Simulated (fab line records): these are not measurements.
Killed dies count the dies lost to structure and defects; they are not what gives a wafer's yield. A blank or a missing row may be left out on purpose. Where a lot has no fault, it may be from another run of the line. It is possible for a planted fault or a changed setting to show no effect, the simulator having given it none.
A struck lot beside a sound one | flow n5 finfet | 16 steps out of a route of 1938
Sound: the wafers L123.3, L123.4, L123.5. Wafers L126.1, L126.4, L126.5 were the ones struck. The cause is named last.
Each step with rows lists, per side, the tool, then ch with its chambers, then its first start. Under that, the readings that differ: sound wafers | struck wafers | difference of the means | sigmas: that difference in standard deviations of wafers without a fault.
alike: same words and numbers on both sides, and readings whose means sit less than 2 such deviations apart. not compared: any withheld reading, any reading some wafer has no value for, any bound like >300 that may hide the same value, and any number with overlapping values for which the record gives no deviation.
Wherever a step has rows on one side only, a row that says differs or no value, or a row with sigmas, the two part there. Numbers that have no deviation but don't overlap get no sigmas and don't part them. A reading missing from all wafers of one side parts the sides only when that side holds two or more wafers.

first, 7 steps without rows for these wafers: N5_BEOL_M0_CUTY_COAT_50 (time 60 s, resist thk 15 nm); N5_BEOL_M0_CUTY_COAT_51 (resist thk 150 nm); N5_BEOL_M0_CUTY_EBR_52; N5_BEOL_M0_CUTY_SOFTBAKE_53 (time 60 s); N5_BEOL_M0_CUTY_EXPOSE_54 (exposes mask M0 ABLK); N5_BEOL_M0_CUTY_PEB_55 (peb time 60 s); N5_BEOL_M0_CUTY_DEVELOP_56 (develop time 30 s).
N5_BEOL_M0_CUTY_CD_MEAS_57 targets a cd of 200 nm.
  sound on cd sem-03 ch 0, day 7 20:05; struck on cd sem-02 ch 0, day 8 12:44
  alike: cd nm
N5_BEOL_M0_CUTY_OVL_MEAS_58:
  sound on overlay-01 ch 0, day 7 20:07; struck on overlay-02 ch 0, day 8 12:46
  alike: M0_ABLK_OVL
N5_BEOL_M0_CUTY_INSPECT_59: inspects for defects (macro).
  struck on defect inspect-02, day 8 12:47; sound on defect inspect-01, day 7 20:09
  alike: raw defect count
N5_BEOL_M0_CUTY_DESCUM_61: chemistry O2, time 7.9 s.
  sound on rie diel-04 ch 0,3, day 7 20:18; struck on rie diel-04 ch 1,3, day 8 13:05
  alike: drypump motor current A, oes product au, rf fwd power W, rf vpp V, showerhead plenum p Torr, throttle valve pct
  not compared: rf hours counter h
N5_BEOL_M0_CUTY_ETCH_62: etches SiARC in CF4, time 58.5 s.
  sound on rie diel-04 ch 0,3, day 7 20:20; struck on rie diel-04 ch 1,3, day 8 13:08
  alike: bias w, cf4 flow sccm, drypump motor current A, etch rf on time s, oes product au, rf fwd power W, rf vpp V, showerhead plenum p Torr, throttle valve pct
  not compared: rf hours counter h
N5_BEOL_M0_CUTY_ETCH_63: etches SOC in N2/H2, target depth 82.7 nm, overetch 16.5 nm, time 124 s.
  sound on rie diel-04 ch 0,3, day 7 20:23; struck on rie diel-04 ch 1,3, day 8 13:11
  no value came back on the struck wafers for any of 8 readings (bias w (W), chamber pressure mTorr (mTorr) and others); on the sound wafers bias w (W) reads 150.2 150.0 149.6
  reading                                                 | sound     | struck         | difference | sigmas
  model.CAR-ArF-block_of_BEOL_M0_CUTY_COAT_51.thk nm (nm) | 0 0 0     | 119 119.4 119  | +119       |
  model.SiO2_of_BEOL_M0_SAQP_SPACER2_ALD_26.thk nm (nm)   | 7.2 7 7.2 | 10.4 10.6 10.6 | +3.4       |
  not compared: rf hours counter h, model.SiO2_of_BEOL_M0_SAQP_ALD_48.thk nm
then, 1 step without rows for these wafers: N5_BEOL_M0_CUTY_STRIP_64 (strips in N2/H2).
N5_BEOL_M4_RC_MEAS_101:
  the record has rows for the sound wafers here (prober-01 ch 0, day 10 03:10) and none for the struck ones
-- the record jumps here: 7 days lie between the struck wafers' starts before and after (it left off in module BEOL_M4 and takes up again in module PASSIVATION, whose first step shown is number 1936 of the route) --
N5_PASSIVATION_PROBE_49:
  struck on prober-01, day 15 04:48; sound on prober-02, day 14 13:10
  reading                  | sound          | struck         | difference | sigmas
  defect limited yield (%) | 90.1 91.3 90.4 | 0 0 0          | -91        | -65
  killed_at_M0_to_M3       | 51 33 30       | 1119 1107 1100 | +1071      | +99 or more
  killed dies              | 117 103 113    | 1180 1180 1180 | +1069      | +67
  killed on rim            | 15 10 16       | 152 152 152    | +138       | +35
  sort_bin_5_function (%)  | 5.6 4.6 6.6    | 96.9 96.4 95.6 | +90.7      | +99 or more
  sort n pass              | 1063 1077 1067 | 0 0 0          | -1069      | -67
  sort yield pct (%)       | 90.1 91.3 90.4 | 0 0 0          | -91        | -65
  alike: killed_at_M4_up, killed at contacts, killed at front end, killed at other, killed open, killed short, sort_bin_6_memory

== WHERE THEY PART ==
First at N5_BEOL_M0_CUTY_ETCH_63; last, within this record, at N5_PASSIVATION_PROBE_49.

WHY: whatever the simulator had introduced
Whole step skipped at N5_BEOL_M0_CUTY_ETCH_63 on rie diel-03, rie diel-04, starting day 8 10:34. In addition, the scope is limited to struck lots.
